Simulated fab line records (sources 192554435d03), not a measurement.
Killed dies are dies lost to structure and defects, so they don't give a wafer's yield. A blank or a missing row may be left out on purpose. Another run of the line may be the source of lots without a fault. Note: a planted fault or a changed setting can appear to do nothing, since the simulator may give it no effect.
Matching of chambers :: flow n5 finfet :: N5_BEOL_M7_CURE_75 on uv cure-02 has 3 sister chambers
The step cures SiCOH lowk, time 120 s. 3 wafers are shown with their chamber, then 7 later ones without.

== EACH WAFER AND ITS CHAMBER ==
wafer: L075.5
chamber: 0
wafer_temp_C_max: 371.8

wafer: L086.6
chamber: 2
wafer_temp_C_max: 373.0

wafer: L089.5
chamber: 1
wafer_temp_C_max: 370.8

== WAFERS WHOSE CHAMBER IS MISSING ==
wafer: L089.6
wafer_temp_C_max: 370.8

wafer: L090.1
wafer_temp_C_max: 371.8

wafer: L090.2
wafer_temp_C_max: 373.3

wafer: L090.6
wafer_temp_C_max: 374.1

wafer: L092.1
wafer_temp_C_max: 370.9

wafer: L092.2
wafer_temp_C_max: 371.4

wafer: L092.6
wafer_temp_C_max: 371.4

== EACH ONE'S CHAMBER ==
wafer: L089.6
from the rows above: 1
in truth: 1

wafer: L090.1
from the rows above: 0
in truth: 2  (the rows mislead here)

wafer: L090.2
from the rows above: 2
in truth: 2

wafer: L090.6
from the rows above: 2
in truth: 2

wafer: L092.1
from the rows above: can't be placed: 1 or 0
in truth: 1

wafer: L092.2
from the rows above: can't be placed: 0 or 1
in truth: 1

wafer: L092.6
from the rows above: can't be placed: 0 or 1
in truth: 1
Correctly placed: 3 of 7. These rows do not allow placing 3 (true chamber among the candidates in 3). Wrongly placed: 1.
How it was worked out, from the rows above alone: a wafer's distance from a chamber is the root of the sum, over the readings, of the square of ((its reading less the chamber's mean) divided by the reading's scatter). The wafer belongs to the nearest chamber; if the next one is less than 2 further off, it can't be placed. Each chamber's mean is taken over the wafers shown for it. The scatter: root of mean squared gap, hidden wafer to nearest shown wafer, with one shown wafer a chamber.
